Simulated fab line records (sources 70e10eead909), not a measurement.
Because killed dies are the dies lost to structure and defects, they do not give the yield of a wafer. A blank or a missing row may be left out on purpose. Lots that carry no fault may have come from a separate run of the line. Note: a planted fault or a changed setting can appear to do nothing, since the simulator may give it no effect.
The tool behind it: which one? :: flow nand_harc :: 30 wafers from 10 lots sampled at 5 of the route's 1302 steps

## WHAT THE GAUGES READ, wafer by wafer
NHARC_P_CONTACT_CD_MEAS_19.
lot: L075
measured: day 6 19:16
on: cd_sem-01
cd_nm (nm): 89.4 88.9 91.0

lot: L077
measured: day 7 07:28
on: cd_sem-03
cd_nm (nm): 89.8 89.9 88.9

lot: L079
measured: day 8 04:51
on: cd_sem-01
cd_nm (nm): 89.1 89.2 87.9

lot: L082
measured: day 9 08:43
on: cd_sem-02
cd_nm (nm): 89.9 91.7 91.2

lot: L085
measured: day 10 11:37
on: cd_sem-01
cd_nm (nm): 90.0 91.3 89.9

lot: L088
measured: day 12 02:37
on: cd_sem-02
cd_nm (nm): 91.4 90.8 89.2

lot: L090
measured: day 12 20:40
on: cd_sem-01
cd_nm (nm): 87.3 89.8 89.0

lot: L092
measured: day 13 10:09
on: cd_sem-01
cd_nm (nm): 89.2 89.1 87.8

lot: L094
measured: day 14 16:44
on: cd_sem-01
cd_nm (nm): 90.0 88.8 89.7

lot: L097
measured: day 15 12:29
on: cd_sem-02
cd_nm (nm): 89.8 89.2 90.6

## WHAT TOOL EACH LOT RAN ON (gives the tool, then ch and the chambers of the sampled wafers, and finally the start)
lot: L075
NHARC_P_ZERO_WELL_DESCUM_39: rie_diel-04 ch 0,1,3, day 2 10:32
NHARC_P_ZERO_WELL_RTA_42: rtp_anneal-02 ch 0, day 2 13:12
NHARC_P_STI_ETCH_42: rie_diel-10 ch 1,3, day 3 09:28
NHARC_P_GATE_DESCUM_31: rie_diel-06 ch 2,3, day 5 19:52

lot: L077
NHARC_P_ZERO_WELL_DESCUM_39: rie_diel-04 ch 0,2, day 3 06:29
NHARC_P_ZERO_WELL_RTA_42: rtp_anneal-02 ch 0, day 3 09:15
NHARC_P_STI_ETCH_42: rie_diel-01 ch 0,1, day 4 02:09
NHARC_P_GATE_DESCUM_31: rie_diel-05 ch 0,1,2, day 6 10:32

lot: L079
NHARC_P_ZERO_WELL_DESCUM_39: rie_diel-04 ch 0,2, day 4 02:24
NHARC_P_ZERO_WELL_RTA_42: rtp_anneal-01 ch 0, day 4 05:13
NHARC_P_STI_ETCH_42: rie_diel-08 ch 1,2,3, day 4 22:53
NHARC_P_GATE_DESCUM_31: rie_diel-03 ch 1,3, day 7 05:20

lot: L082
NHARC_P_ZERO_WELL_DESCUM_39: rie_diel-12 ch 0,1,2, day 5 08:28
NHARC_P_ZERO_WELL_RTA_42: rtp_anneal-02 ch 0, day 5 11:20
NHARC_P_STI_ETCH_42: rie_diel-10 ch 2,3, day 6 03:50
NHARC_P_GATE_DESCUM_31: rie_diel-03 ch 1,2,3, day 8 11:23

lot: L085
NHARC_P_ZERO_WELL_DESCUM_39: rie_diel-12 ch 0,1,2, day 6 14:22
NHARC_P_ZERO_WELL_RTA_42: rtp_anneal-01 ch 0, day 6 16:58
NHARC_P_STI_ETCH_42: rie_diel-10 ch 1,2,3, day 7 09:57
NHARC_P_GATE_DESCUM_31: rie_diel-06 ch 0,2, day 9 14:47

lot: L088
NHARC_P_ZERO_WELL_DESCUM_39: rie_diel-07 ch 2,3, day 7 20:27
NHARC_P_ZERO_WELL_RTA_42: rtp_anneal-02 ch 0, day 7 23:18
NHARC_P_STI_ETCH_42: rie_diel-10 ch 0,1,3, day 8 16:56
NHARC_P_GATE_DESCUM_31: rie_diel-06 ch 0,1,2, day 11 06:02

lot: L090
NHARC_P_ZERO_WELL_DESCUM_39: rie_diel-12 ch 1,2, day 8 16:26
NHARC_P_ZERO_WELL_RTA_42: rtp_anneal-02 ch 0, day 8 19:02
NHARC_P_STI_ETCH_42: rie_diel-08 ch 1,2, day 9 13:30
NHARC_P_GATE_DESCUM_31: rie_diel-03 ch 0,2, day 11 23:29

lot: L092
NHARC_P_ZERO_WELL_DESCUM_39: rie_diel-12 ch 0,1,2, day 9 12:25
NHARC_P_ZERO_WELL_RTA_42: rtp_anneal-01 ch 0, day 9 15:14
NHARC_P_STI_ETCH_42: rie_diel-08 ch 1,3, day 10 10:07
NHARC_P_GATE_DESCUM_31: rie_diel-05 ch 0,1,3, day 12 12:59

lot: L094
NHARC_P_ZERO_WELL_DESCUM_39: rie_diel-04 ch 0,1,2, day 10 11:29
NHARC_P_ZERO_WELL_RTA_42: rtp_anneal-02 ch 0, day 10 14:13
NHARC_P_STI_ETCH_42: rie_diel-01 ch 2,3, day 11 08:11
NHARC_P_GATE_DESCUM_31: rie_diel-05 ch 0,2,3, day 13 19:44

lot: L097
NHARC_P_ZERO_WELL_DESCUM_39: rie_diel-04 ch 1,2,3, day 11 14:23
NHARC_P_ZERO_WELL_RTA_42: rtp_anneal-02 ch 0, day 11 17:10
NHARC_P_STI_ETCH_42: rie_diel-01 ch 1,2, day 12 08:58
NHARC_P_GATE_DESCUM_31: rie_diel-05 ch 0,3, day 14 15:21
- NHARC_P_ZERO_WELL_DESCUM_39: chemistry O2, time 3 s.
- NHARC_P_ZERO_WELL_RTA_42: time 300 s.
- NHARC_P_STI_ETCH_42: etches the open film in N2/H2, target depth 80 nm, overetch 24 nm, time 61 s.
- NHARC_P_GATE_DESCUM_31: chemistry O2, time 3 s.

## THE ANSWER, worked out from the rows above alone
Rule: the usual values come from the lots themselves. Put in order of their means at a reading, lots are off if they are a third of the lots or fewer, leave a main group of 4 or more, and stand apart from it by a gap of 3 or more times the standard deviation of the main group's means; of several such gaps the widest counts. A main group whose means are all the same, to the digits that the tables above print for the reading, isn't used. A lot without any number at a reading at which 4 lots or more have one is off too. Any other lot the step has rows for is counted as sound.
None of the lots is off at any reading shown; this tells nothing.

## WHAT HAD BEEN PUT IN BY THE SIMULATOR
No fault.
